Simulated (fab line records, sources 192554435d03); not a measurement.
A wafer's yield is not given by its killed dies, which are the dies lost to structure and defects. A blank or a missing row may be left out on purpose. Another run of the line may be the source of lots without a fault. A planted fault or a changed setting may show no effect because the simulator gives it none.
Split-lot trial | flow n5Finfet | 21 wafers read from 7 lots, route of 1938 steps

## THE SPLIT ITSELF
At N5_BEOL_M4_PECVD_72 (deposits SiO2 from TEOS/O2, target thk 16 nm, time 18 s), the setting tempC was moved away from the recipe's 400 C on 8 of the 21 wafers read, by -4.2% to +3.3%. The other wafers ran this setting at the recipe's value.

## FROM THE SPLIT TO THE READING: what the file shows between them, 9 steps
- N5_BEOL_M4_COAT_62: time 60 s, resist thk 12 nm (also split here: spinRpm)
- N5_BEOL_M4_COAT_73: time 60 s, resist thk 5 nm
- N5_BEOL_M4_COAT_05: resist thk 30 nm
- N5_BEOL_M4_DESCUM_16: chemistry O2, time 7 s
- N5_BEOL_M4_ETCH_74: etches underlayer in N2/H2, target depth 6.5 nm, time 5.2 s
- N5_BEOL_M4_ETCH_63: etches SiARC in CF4, target depth 15.6 nm, time 26 s
- N5_BEOL_M4_ETCH_64: etches SOC in N2/H2, target depth 75 nm, overetch 22.5 nm, time 121.9 s
- N5_BEOL_M4_STRIP_65: strips in N2/H2
- N5_BEOL_M4_STRIP_97: strips in N2/H2, time 10 s

## THE READING
SiO2_of_BEOL_M4_PECVD_72.thkNm (the simulator's own value, which no gauge read), in nm, at N5_BEOL_M4_HM_STRIP_39 (strips TiN in peroxide tin strip, target depth 25 nm, time 158 s). There is no usual value for it anywhere in the file. Average 15.8 nm, standard deviation 0.22 nm, over the 13 wafers here run with the recipe.

wafer  | tool, chamber at the split | tempC as run, C | against the recipe | SiO2_of_BEOL_M4_PECVD_72.thkNm, nm | against lot-mates on the recipe
L078.2 | pecvd-02, 1,0,1            | 383.4           | -4.2%              | 17.4                               | no lot-mate on the recipe
L078.4 | pecvd-02, 1,0,1            | 383.4           | -4.2%              | 17.2                               | no lot-mate on the recipe
L078.5 | pecvd-02, 1,0,1            | 383.4           | -4.2%              | 17.2                               | no lot-mate on the recipe
L087.2 | pecvd-03, 0                | 400             | recipe             | 15.6                               | -
L087.5 | pecvd-03, 1                | 413.3           | +3.3%              | 14.8                               | -0.8
L087.6 | pecvd-03, 0                | 413.3           | +3.3%              | 14.4                               | -1.2
L088.1 | pecvd-01, 2                | 400             | recipe             | 15.8                               | -
L088.2 | pecvd-01, 1                | 386             | -3.5%              | 17.2                               | +1.4
L088.6 | pecvd-01, 1                | 386             | -3.5%              | 17.6                               | +1.8
L090.2 | pecvd-01, 2                | 400             | recipe             | 15.6                               | -
L090.3 | pecvd-01, 1                | 400             | recipe             | 15.6                               | -
L090.5 | pecvd-01, 2                | 400             | recipe             | 15.8                               | -
L095.2 | pecvd-02, 2                | 400             | recipe             | 15.8                               | -
L095.3 | pecvd-02, 0                | 400             | recipe             | 15.8                               | -
L095.5 | pecvd-02, 2                | 400             | recipe             | 16                                 | -
L096.1 | pecvd-01, 1                | 400             | recipe             | 16                                 | -
L096.6 | pecvd-01, 1                | 400             | recipe             | 16                                 | -
L096.2 | pecvd-01, 2                | 400             | recipe             | 15.6                               | -
L097.3 | pecvd-02, 0                | 387.1           | -3.2%              | 17.4                               | +1.2
L097.4 | pecvd-02, 1                | 400             | recipe             | 16                                 | -
L097.5 | pecvd-02, 0                | 400             | recipe             | 16.4                               | -
The file does not say which wafer passed through which chamber wherever a row lists several chambers: such a row stands for several wafers.

THE FIT
A straight line over all 21 wafers: SiO2_of_BEOL_M4_PECVD_72.thkNm changes by -0.383 nm for each +1% of tempC; r = -0.96; the points scatter about the line by 0.24 nm.
The same after taking each lot's own level away (the mean of its wafers on the recipe; 18 wafers): -0.377 nm for each +1%; r = -0.96; scatter 0.2 nm.
On that fit, the largest move of tempC shifts the reading by 1.6 nm.
The span of the lots' own levels, 15.60 to 16.20 nm, comes to 2.7 times the standard deviation stated above.
So the lot-to-lot level changes the slope little: the two slopes agree.
Check: for one of the wafers moved furthest among these (-3.5%), held out of the fit, the line's prediction against its lot-mates is +1.37 nm. It came out at +1.4 nm against them.

## THE OTHER SPLITS THESE WAFERS WENT THROUGH
Note: prior to the reading, these wafers also went through further splits. Each is held against what the fit with the lots' levels taken away leaves over:
other split on the same wafers | wafers away from the commonest value | r with SiO2_of_BEOL_M4_PECVD_72.thkNm (lot level and that fit taken away)
N5_BEOL_M4_COAT_62 spinRpm     | 9                                    | +0.00

## THE WHOLE CHAIN: every reading that the file lists as answering this split, in the file's order
step                   | what it does                                                     | reading                                                                         | change (the file's fit)               | r (the file's)
N5_BEOL_M4_PECVD_72    | deposits SiO2 from TEOS/O2, target thk 16 nm, time 18 s          | SiO2_of_BEOL_M4_PECVD_72.thkNm (the simulator's own value, which no gauge read) | -0.369 nm for each +1% of the setting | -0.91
N5_BEOL_M4_HM_STRIP_39 | strips TiN in peroxide tin strip, target depth 25 nm, time 158 s | SiO2_of_BEOL_M4_PECVD_72.thkNm (the simulator's own value, which no gauge read) | -0.38 nm for each +1% of the setting  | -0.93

## FILE'S OWN FIT
SiO2_of_BEOL_M4_PECVD_72.thkNm changes by -0.38 nm for each +1% of tempC, r = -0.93.
